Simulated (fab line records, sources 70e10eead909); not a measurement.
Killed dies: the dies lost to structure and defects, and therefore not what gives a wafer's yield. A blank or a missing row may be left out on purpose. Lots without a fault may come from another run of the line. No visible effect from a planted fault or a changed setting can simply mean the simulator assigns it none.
The tool behind it: which one? / flow nand_harc / 6 lots with 17 wafers sampled at 5 steps, on a route of 1302 steps

== WHAT EACH GAUGE READ, for each wafer ==
NHARC_END_SORT_01.
lot=L520; measured=day 25 18:50; on=prober-01; killed_at_periphery=1 4 2
lot=L522; measured=day 25 09:26; on=prober-01; killed_at_periphery=2 1 2
lot=L525; measured=day 27 13:31; on=prober-02; killed_at_periphery=3 2 1
lot=L530; measured=day 29 10:55; on=prober-02; killed_at_periphery=6 7 6
lot=L536; measured=day 32 03:34; on=prober-01; killed_at_periphery=6 3
lot=L541; measured=day 34 04:38; on=prober-02; killed_at_periphery=1 4 1

== WHICH TOOL RAN EACH LOT (tool, then ch and the chambers of the sampled wafers, then the start) ==
lot=L520; NHARC_A_STAIRCASE_TRIM_18=rie_diel-06 ch 0,1,2, day 16 21:16 or earlier; NHARC_A_STAIRCASE_ETCH_19=rie_diel-06 ch 0,1, day 16 21:16 or earlier; NHARC_A_STAIRCASE_TRIM_22=rie_diel-09 ch 1,2,3, day 16 21:16; NHARC_A_STAIRCASE_ETCH_27=rie_diel-09 ch 0,1, day 25 18:50 or earlier
lot=L522; NHARC_A_STAIRCASE_TRIM_18=rie_diel-06 ch 0,3, day 17 05:25 or earlier; NHARC_A_STAIRCASE_ETCH_19=rie_diel-06 ch 0,2, day 17 05:25 or earlier; NHARC_A_STAIRCASE_TRIM_22=rie_diel-13 ch 1,3, day 17 05:25; NHARC_A_STAIRCASE_ETCH_27=rie_diel-13 ch 1,2, day 25 09:26 or earlier
lot=L525; NHARC_A_STAIRCASE_TRIM_18=rie_diel-13 ch 0,2, day 18 14:05 or earlier; NHARC_A_STAIRCASE_ETCH_19=rie_diel-13 ch 0,2,3, day 18 14:05 or earlier; NHARC_A_STAIRCASE_TRIM_22=rie_diel-13 ch 0,1, day 18 14:05; NHARC_A_STAIRCASE_ETCH_27=rie_diel-13 ch 2,3, day 27 13:31 or earlier
lot=L530; NHARC_A_STAIRCASE_TRIM_18=rie_diel-09 ch 1,2,3, day 20 18:50 or earlier; NHARC_A_STAIRCASE_ETCH_19=rie_diel-09 ch 1,3, day 20 18:50 or earlier; NHARC_A_STAIRCASE_TRIM_22=rie_diel-13 ch 0,1,3, day 20 18:50; NHARC_A_STAIRCASE_ETCH_27=rie_diel-13 ch 0,2,3, day 29 10:55 or earlier
lot=L536; NHARC_A_STAIRCASE_TRIM_18=rie_diel-06 ch 1,3, day 23 05:33 or earlier; NHARC_A_STAIRCASE_ETCH_19=rie_diel-06 ch 0,2, day 23 05:33 or earlier; NHARC_A_STAIRCASE_TRIM_22=rie_diel-09 ch 1,3, day 23 05:33; NHARC_A_STAIRCASE_ETCH_27=rie_diel-09 ch 0,1, day 32 03:34 or earlier
lot=L541; NHARC_A_STAIRCASE_TRIM_18=rie_diel-13 ch 1,2,3, day 25 07:48 or earlier; NHARC_A_STAIRCASE_ETCH_19=rie_diel-13 ch 0,2, day 25 07:48 or earlier; NHARC_A_STAIRCASE_TRIM_22=rie_diel-13 ch 1,2,3, day 25 07:48; NHARC_A_STAIRCASE_ETCH_27=rie_diel-13 ch 0,1, day 34 04:38 or earlier
- NHARC_A_STAIRCASE_TRIM_18: chemistry O2, time 211.2 s.
- NHARC_A_STAIRCASE_ETCH_19: etches the open film in C4F8/O2, target depth 100 nm, time 40.5 s.
- NHARC_A_STAIRCASE_TRIM_22: chemistry O2, time 211.2 s.
- NHARC_A_STAIRCASE_ETCH_27: etches the open film in C4F8/O2, target depth 100 nm, time 40.5 s.

== THE ANSWER, worked out from the rows above alone ==
Rule: what is usual is taken from the lots themselves. Put in order of their means at a reading, lots are off if they are a third of the lots or fewer, leave a main group of 4 or more, and stand apart from it by a gap of 3 or more times the standard deviation of the main group's means; of several such gaps the widest counts. The tables above print the reading to a certain number of digits; a main group whose means all agree to those digits is not used. Also off: a lot with no number at a reading for which 4 or more lots have one. All remaining lots with rows at the step are treated as sound.
Nothing can be told from this: no lot is off at any reading shown.

== WHAT THE SIMULATOR HAD PUT IN ==
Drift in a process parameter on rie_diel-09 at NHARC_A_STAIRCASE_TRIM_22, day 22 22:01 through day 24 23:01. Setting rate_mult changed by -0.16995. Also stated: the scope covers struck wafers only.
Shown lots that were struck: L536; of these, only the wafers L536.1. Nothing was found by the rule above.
